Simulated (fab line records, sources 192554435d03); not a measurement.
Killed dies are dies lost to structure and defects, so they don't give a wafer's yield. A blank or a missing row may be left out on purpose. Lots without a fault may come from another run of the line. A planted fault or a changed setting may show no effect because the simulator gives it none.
Chamber matching | flow n5_finfet | N5_BEOL_M9_DESCUM_16 on rie_diel-04: 4 sister chambers
The step chemistry O2, time 7.9 s. 20 wafers are shown with their chamber, then 10 later ones without.

WAFERS WITH THEIR CHAMBER
wafer  | chamber | showerhead_plenum_p_Torr (Torr) | throttle_valve_pct (%) | oes_product_au (a.u.)
L074.2 | 2       | 2.06                            | 20.26                  | 0.74
L074.4 | 0       | 1.97                            | 20.53                  | 0.69
L074.6 | 2       | 2.06                            | 20.27                  | 0.73
L075.1 | 2       | 2.06                            | 20.28                  | 0.73
L075.4 | 3       | 2.23                            | 20.59                  | 0.85
L075.6 | 0       | 1.97                            | 20.53                  | 0.69
L076.3 | 0       | 1.96                            | 20.54                  | 0.68
L076.5 | 0       | 1.96                            | 20.55                  | 0.69
L076.6 | 3       | 2.23                            | 20.61                  | 0.85
L077.2 | 0       | 1.96                            | 20.52                  | 0.69
L077.4 | 3       | 2.23                            | 20.61                  | 0.84
L077.5 | 2       | 2.06                            | 20.30                  | 0.72
L078.1 | 2       | 2.06                            | 20.29                  | 0.72
L078.3 | 0       | 1.96                            | 20.55                  | 0.69
L078.4 | 0       | 1.96                            | 20.54                  | 0.69
L086.1 | 1       | 2.15                            | 20.24                  | 0.95
L086.3 | 3       | 2.22                            | 20.63                  | 0.83
L086.5 | 2       | 2.05                            | 20.31                  | 0.71
L091.3 | 1       | 2.15                            | 20.28                  | 0.91
L091.5 | 2       | 2.05                            | 20.32                  | 0.71

SIGNATURES (means of the wafers above)
reading                  | chamber 0 | chamber 1 | chamber 2 | chamber 3 | scatter within a chamber
showerhead_plenum_p_Torr | 1.9629    | 2.1500    | 2.0571    | 2.2275    | 0.00475
throttle_valve_pct       | 20.5371   | 20.2600   | 20.2900   | 20.6100   | 0.0179
oes_product_au           | 0.6886    | 0.9300    | 0.7229    | 0.8425    | 0.0109
Rule: a wafer's distance from a chamber is the root of the sum, over the readings, of the square of ((its reading less the chamber's mean) divided by the reading's scatter). The wafer belongs to the nearest chamber; if the next one is less than 2 further off, it can't be placed. The scatter: the root of (the sum of the squares of (reading less its chamber's mean) over the shown wafers, divided by (wafers less chambers)).

WAFERS WITHOUT THEIR CHAMBER
wafer  | showerhead_plenum_p_Torr (Torr) | throttle_valve_pct (%) | oes_product_au (a.u.)
L091.6 | 2.22                            | 20.65                  | 0.80
L094.1 | 2.15                            | 20.27                  | 0.91
L094.5 | 2.15                            | 20.27                  | 0.92
L094.6 | 2.22                            | 20.13                  | 0.99
L095.1 | 2.04                            | 20.34                  | 0.69
L095.4 | 2.22                            | 20.16                  | 0.95
L095.5 | 2.04                            | 20.35                  | 0.69
L097.2 | 2.14                            | 20.30                  | 0.90
L097.3 | 2.22                            | 20.16                  | 0.96
L097.5 | 2.22                            | 20.18                  | 0.94

WHICH CHAMBER EACH WENT THROUGH
wafer  | from the rows above | in truth
L091.6 | 3                   | 3
L094.1 | 1                   | 1
L094.5 | 1                   | 1
L094.6 | 1                   | 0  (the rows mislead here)
L095.1 | 2                   | 2
L095.4 | 1                   | 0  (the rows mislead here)
L095.5 | 2                   | 2
L097.2 | 1                   | 1
L097.3 | 1                   | 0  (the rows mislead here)
L097.5 | 1                   | 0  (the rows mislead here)
Placed correctly: 6 of 10. Can't be placed from these rows: 0. Placed wrongly: 4.
